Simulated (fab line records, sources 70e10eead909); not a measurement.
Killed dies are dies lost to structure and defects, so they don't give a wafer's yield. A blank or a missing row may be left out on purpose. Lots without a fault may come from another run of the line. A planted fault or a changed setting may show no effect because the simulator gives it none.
Which tool did it? | flow nand_harc | 14 lots, 38 wafers sampled, at 4 steps of a route of 1302

WHAT THE GAUGES READ, wafer by wafer
NHARC_P_BONDPAD_THK_MEAS_20: measures by xrf. Usual: thk_nm 160.3 nm, standard deviation 1.8.
lot  | measured     | on            | thk_nm (nm)       | flag
L696 | day 7 07:58  | film_metro-01 | 158.9 165.2 159.8 |
L698 | day 7 21:10  | film_metro-02 | 164.7 159.5 159.9 |
L699 | day 8 11:44  | film_metro-02 | 160.6 160.1 160.2 |
L700 | day 8 17:02  | film_metro-01 | 162.6 156.5 160.0 |
L701 | day 9 04:41  | film_metro-01 | 161.7 162.0 160.4 |
L702 | day 9 12:28  | film_metro-01 | 160.1 163.3 162.6 |
L707 | day 11 19:42 | film_metro-02 | 161.5             |
L708 | day 11 23:26 | film_metro-01 | 159.6             |
L712 | day 13 15:13 | film_metro-02 | 159.6 159.0 163.6 |
L714 | day 14 14:43 | film_metro-02 | 161.4 161.0 163.7 |
L715 | day 14 21:32 | film_metro-02 | 160.7 159.9 162.8 |
L716 | day 15 10:17 | film_metro-01 | 161.5 162.6 160.5 |
L717 | day 15 19:44 | film_metro-01 | 158.3 156.8 158.0 |
L718 | day 16 03:05 | film_metro-02 | 157.9 159.9 161.2 |

NHARC_A_ZERO_WELL_CD_MEAS_10: target cd 2000 nm. Usual: cd_nm 1998.9 nm, standard deviation 1.9.
lot  | measured     | on        | cd_nm (nm)           | flag
L696 | day 7 09:23  | cd_sem-02 | 1996.8 2002.5 1998.7 |
L698 | day 7 22:42  | cd_sem-03 | 1998.7 1997.7 1997.4 |
L699 | day 8 13:08  | cd_sem-02 | 1996.7 2000.3 2001.6 |
L700 | day 8 18:27  | cd_sem-01 | 2000.1 1996.8 1999.6 |
L701 | day 9 06:05  | cd_sem-02 | 1997.3 1999.1 2002.3 |
L702 | day 9 13:52  | cd_sem-02 | 1996.2 1997.5 2001.6 |
L707 | day 11 21:15 | cd_sem-03 | 1996.1               |
L708 | day 12 00:56 | cd_sem-03 | 1997.9               |
L712 | day 13 16:36 | cd_sem-01 | 1998.2 2000.7 1998.2 |
L714 | day 14 16:07 | cd_sem-02 | 1998.7 1999.5 2000.3 |
L715 | day 14 23:04 | cd_sem-03 | 2000.0 1998.7 1996.0 |
L716 | day 15 11:40 | cd_sem-03 | 1998.6 2001.5 2000.7 |
L717 | day 15 21:16 | cd_sem-02 | 1999.8 1997.5 2000.5 |
L718 | day 16 04:35 | cd_sem-02 | 2000.2 2002.5 2001.0 |

WHICH TOOL RAN EACH LOT (tool, then ch and the chambers of the sampled wafers, then the start)
lot  | NHARC_P_BONDPAD_STRIP_15           | NHARC_A_ZERO_WELL_SOFTBAKE_05
L696 | rie_diel-12 ch 0,2,3, day 7 06:02  | litho_track-03 ch 0, day 7 09:00
L698 | rie_diel-12 ch 1,2,3, day 7 19:12  | litho_track-03 ch 0, day 7 22:00
L699 | rie_diel-01 ch 0,1,3, day 8 09:48  | litho_track-03 ch 0, day 8 12:00
L700 | rie_diel-01 ch 0,1,3, day 8 15:05  | litho_track-02 ch 0, day 8 18:00
L701 | rie_diel-09 ch 0,1,3, day 9 02:44  | litho_track-03 ch 0, day 9 05:00
L702 | rie_diel-09 ch 1,3, day 9 10:30    | litho_track-03 ch 0, day 9 13:00
L707 | rie_diel-09 ch 0, day 11 17:46     | litho_track-03 ch 0, day 11 20:00
L708 | rie_diel-09 ch 0, day 11 21:28     | litho_track-03 ch 0, day 12 00:00
L712 | rie_diel-09 ch 1,2,3, day 13 13:16 | litho_track-07 ch 0, day 13 16:00
L714 | rie_diel-01 ch 0,1,2, day 14 12:47 | litho_track-07 ch 0, day 14 15:00
L715 | rie_diel-09 ch 1,2,3, day 14 19:35 | litho_track-07 ch 0, day 14 22:00
L716 | rie_diel-12 ch 0,2, day 15 08:18   | litho_track-03 ch 0, day 15 11:00
L717 | rie_diel-09 ch 1,3, day 15 17:47   | litho_track-03 ch 0, day 15 20:00
L718 | rie_diel-09 ch 1,3, day 16 01:09   | litho_track-02 ch 0, day 16 04:00
- NHARC_P_BONDPAD_STRIP_15: strips in O2.
- NHARC_A_ZERO_WELL_SOFTBAKE_05: time 70 s.

WHAT THE TOOLS THEMSELVES READ (means of the sampled wafers that have a number; where no wafer has one, the mark that the record gives instead)
NHARC_P_BONDPAD_STRIP_15. Usual: drypump_motor_current_A 5.7 A, standard deviation 0.46; oes_product_au 1.003 a.u., standard deviation 0.011; rf_vpp_V 57.8 V, standard deviation 0.98; showerhead_plenum_p_Torr 3.55 Torr, standard deviation 0.14; throttle_valve_pct 17.037 %, standard deviation 0.0089.
lot  | tool        | drypump_motor_current_A (A) | oes_product_au (a.u.) | rf_vpp_V (V) | showerhead_plenum_p_Torr (Torr) | throttle_valve_pct (%) | flag
L696 | rie_diel-12 | 5.3                         | 1.000                 | 57.2         | 3.67                            | 17.035                 |
L698 | rie_diel-12 | 5.5                         | 1.003                 | 58.0         | 3.70                            | 17.037                 |
L699 | rie_diel-01 | 5.7                         | 1.001                 | 56.7         | 3.49                            | 17.034                 |
L700 | rie_diel-01 | 5.8                         | 0.991                 | 58.0         | 3.49                            | 17.040                 |
L701 | rie_diel-09 | 5.6                         | 1.005                 | 57.4         | 3.53                            | 17.037                 |
L702 | rie_diel-09 | 5.9                         | 1.000                 | 57.7         | 3.63                            | 17.032                 |
L707 | rie_diel-09 | 5.0                         | 1.002                 | 58.4         | 3.40                            | 17.024                 |
L708 | rie_diel-09 | 4.9                         | 1.003                 | 56.1         | 3.40                            | 17.039                 |
L712 | rie_diel-09 | 6.1                         | 1.002                 | 58.3         | 3.52                            | 17.038                 |
L714 | rie_diel-01 | 5.5                         | 1.009                 | 58.0         | 3.59                            | 17.047                 |
L715 | rie_diel-09 | 6.0                         | 1.006                 | 57.6         | 3.52                            | 17.042                 |
L716 | rie_diel-12 | 5.1                         | 1.011                 | 57.6         | 3.65                            | 17.036                 |
L717 | rie_diel-09 | 5.9                         | 1.006                 | 58.3         | 3.63                            | 17.037                 |
L718 | rie_diel-09 | 6.0                         | 1.005                 | 58.3         | 3.56                            | 17.024                 |

NHARC_A_ZERO_WELL_SOFTBAKE_05. Usual: exhaust_pa 45.1 Pa, standard deviation 0.89; heater_power_total_W 201.1 W, standard deviation 1.3.
lot  | tool           | exhaust_pa (Pa) | heater_power_total_W (W) | flag
L696 | litho_track-03 | 45.0            | 202.0                    |
L698 | litho_track-03 | 46.0            | 200.5                    |
L699 | litho_track-03 | 45.3            | 200.0                    |
L700 | litho_track-02 | 45.5            | 199.1                    |
L701 | litho_track-03 | 44.9            | 200.9                    |
L702 | litho_track-03 | 44.4            | 201.1                    |
L707 | litho_track-03 | 44.2            | 195.3                    | OFF
L708 | litho_track-03 | 44.9            | 195.6                    | OFF
L712 | litho_track-07 | 44.7            | 201.0                    |
L714 | litho_track-07 | 45.4            | 201.6                    |
L715 | litho_track-07 | 43.8            | 201.6                    |
L716 | litho_track-03 | 45.6            | 201.8                    |
L717 | litho_track-03 | 45.6            | 200.2                    |
L718 | litho_track-02 | 45.6            | 200.6                    |

THE ANSWER, worked out from the rows above alone
Rule: a lot is off if the mean of its wafers that have a number lies more than 3 standard deviations from the usual mean. A lot without any number at a reading at which 4 lots or more have one is off too. The other lots that the step has rows for count as sound. The gauges are gone through in route order, then the tools' own readings, and for those a lot's mean is taken as printed above. The first step at which some lot is off is used, and at that step the reading that is off furthest; a lot without a number counts as furthest.
Off: L707, L708, at NHARC_A_ZERO_WELL_SOFTBAKE_05 (heater_power_total_W).
A tool fits if, at that step or a process step before it, it ran every lot that is off, and no sound lot after the first of them. None of those tried fits.

WHAT THE SIMULATOR HAD PUT IN
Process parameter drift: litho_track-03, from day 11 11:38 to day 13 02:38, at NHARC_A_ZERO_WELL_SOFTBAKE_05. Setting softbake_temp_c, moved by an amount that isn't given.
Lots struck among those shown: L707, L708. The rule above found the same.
